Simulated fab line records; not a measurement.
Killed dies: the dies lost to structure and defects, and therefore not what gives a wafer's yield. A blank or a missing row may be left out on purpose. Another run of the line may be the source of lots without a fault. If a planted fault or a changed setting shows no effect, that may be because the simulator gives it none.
Matching of chambers || flow n5Finfet || 4 sister chambers for N5_BEOL_M8_DESCUM_33 on rieDiel-05
The step chemistry O2, time 7 s. 16 wafers are shown with their chamber, then 8 later ones without.

## WAFERS, EACH WITH ITS CHAMBER
{"wafer": "L083.1", "chamber": 3, "drypumpMotorCurrentA (A)": 5.7, "showerheadPlenumPTorr (Torr)": 2.06, "throttleValvePct (%)": 20.46}
{"wafer": "L083.3", "chamber": 0, "drypumpMotorCurrentA (A)": 6.4, "showerheadPlenumPTorr (Torr)": 2.14, "throttleValvePct (%)": 20.18}
{"wafer": "L083.4", "chamber": 1, "drypumpMotorCurrentA (A)": 5.1, "showerheadPlenumPTorr (Torr)": 2.09, "throttleValvePct (%)": 20.10}
{"wafer": "L086.3", "chamber": 3, "drypumpMotorCurrentA (A)": 5.7, "showerheadPlenumPTorr (Torr)": 2.05, "throttleValvePct (%)": 20.47}
{"wafer": "L086.5", "chamber": 1, "drypumpMotorCurrentA (A)": 5.1, "showerheadPlenumPTorr (Torr)": 2.08, "throttleValvePct (%)": 20.14}
{"wafer": "L086.6", "chamber": 0, "drypumpMotorCurrentA (A)": 6.4, "showerheadPlenumPTorr (Torr)": 2.14, "throttleValvePct (%)": 20.20}
{"wafer": "L088.2", "chamber": 3, "drypumpMotorCurrentA (A)": 5.7, "showerheadPlenumPTorr (Torr)": 2.05, "throttleValvePct (%)": 20.45}
{"wafer": "L088.3", "chamber": 0, "drypumpMotorCurrentA (A)": 6.4, "showerheadPlenumPTorr (Torr)": 2.14, "throttleValvePct (%)": 20.21}
{"wafer": "L088.4", "chamber": 1, "drypumpMotorCurrentA (A)": 5.1, "showerheadPlenumPTorr (Torr)": 2.08, "throttleValvePct (%)": 20.13}
{"wafer": "L090.1", "chamber": 0, "drypumpMotorCurrentA (A)": 6.4, "showerheadPlenumPTorr (Torr)": 2.14, "throttleValvePct (%)": 20.21}
{"wafer": "L090.3", "chamber": 2, "drypumpMotorCurrentA (A)": 5.9, "showerheadPlenumPTorr (Torr)": 2.12, "throttleValvePct (%)": 20.22}
{"wafer": "L090.4", "chamber": 3, "drypumpMotorCurrentA (A)": 5.7, "showerheadPlenumPTorr (Torr)": 2.05, "throttleValvePct (%)": 20.46}
{"wafer": "L087.1", "chamber": 0, "drypumpMotorCurrentA (A)": 6.4, "showerheadPlenumPTorr (Torr)": 2.14, "throttleValvePct (%)": 20.20}
{"wafer": "L087.3", "chamber": 2, "drypumpMotorCurrentA (A)": 5.9, "showerheadPlenumPTorr (Torr)": 2.12, "throttleValvePct (%)": 20.23}
{"wafer": "L087.5", "chamber": 0, "drypumpMotorCurrentA (A)": 6.4, "showerheadPlenumPTorr (Torr)": 2.14, "throttleValvePct (%)": 20.22}
{"wafer": "L092.4", "chamber": 3, "drypumpMotorCurrentA (A)": 5.6, "showerheadPlenumPTorr (Torr)": 2.04, "throttleValvePct (%)": 20.50}

SIGNATURES (averages over the wafers above)
{"reading": "drypumpMotorCurrentA", "chamber 0": 6.400, "chamber 1": 5.100, "chamber 2": 5.900, "chamber 3": 5.680, "scatter within a chamber": 0.0258}
{"reading": "showerheadPlenumPTorr", "chamber 0": 2.1400, "chamber 1": 2.0833, "chamber 2": 2.1200, "chamber 3": 2.0500, "scatter within a chamber": 0.00471}
{"reading": "throttleValvePct", "chamber 0": 20.2033, "chamber 1": 20.1233, "chamber 2": 20.2250, "chamber 3": 20.4680, "scatter within a chamber": 0.0167}
Rule: for a wafer and a chamber, the distance is found by dividing, reading by reading, the gap between the wafer's reading and the chamber's mean by the reading's scatter, squaring, summing and taking the root. If the next closest chamber is less than 2 further off than the closest, the wafer can't be placed; otherwise it belongs to the closest. The scatter is the square root of a quotient: the sum, over the shown wafers, of each reading's squared deviation from its chamber's mean, divided by wafers minus chambers.

## WAFERS WITHOUT THEIR CHAMBER
{"wafer": "L092.5", "drypumpMotorCurrentA (A)": 5.1, "showerheadPlenumPTorr (Torr)": 2.08, "throttleValvePct (%)": 20.16}
{"wafer": "L092.6", "drypumpMotorCurrentA (A)": 6.5, "showerheadPlenumPTorr (Torr)": 2.13, "throttleValvePct (%)": 19.81}
{"wafer": "L095.2", "drypumpMotorCurrentA (A)": 5.7, "showerheadPlenumPTorr (Torr)": 2.04, "throttleValvePct (%)": 20.49}
{"wafer": "L095.3", "drypumpMotorCurrentA (A)": 6.4, "showerheadPlenumPTorr (Torr)": 2.13, "throttleValvePct (%)": 19.82}
{"wafer": "L095.6", "drypumpMotorCurrentA (A)": 5.9, "showerheadPlenumPTorr (Torr)": 2.11, "throttleValvePct (%)": 20.25}
{"wafer": "L096.3", "drypumpMotorCurrentA (A)": 6.0, "showerheadPlenumPTorr (Torr)": 2.11, "throttleValvePct (%)": 20.27}
{"wafer": "L096.4", "drypumpMotorCurrentA (A)": 5.1, "showerheadPlenumPTorr (Torr)": 2.07, "throttleValvePct (%)": 20.18}
{"wafer": "L096.5", "drypumpMotorCurrentA (A)": 5.1, "showerheadPlenumPTorr (Torr)": 2.07, "throttleValvePct (%)": 20.17}

## EACH ONE'S CHAMBER
{"wafer": "L092.5", "from the rows above": 1, "in truth": 1}
{"wafer": "L092.6", "from the rows above": 0, "in truth": 0}
{"wafer": "L095.2", "from the rows above": 3, "in truth": 3}
{"wafer": "L095.3", "from the rows above": 0, "in truth": 0}
{"wafer": "L095.6", "from the rows above": 2, "in truth": 2}
{"wafer": "L096.3", "from the rows above": 2, "in truth": 2}
{"wafer": "L096.4", "from the rows above": 1, "in truth": 1}
{"wafer": "L096.5", "from the rows above": 1, "in truth": 1}
Placed correctly: 8 of 8. From these rows, 0 cannot be placed. 0 placed wrongly.
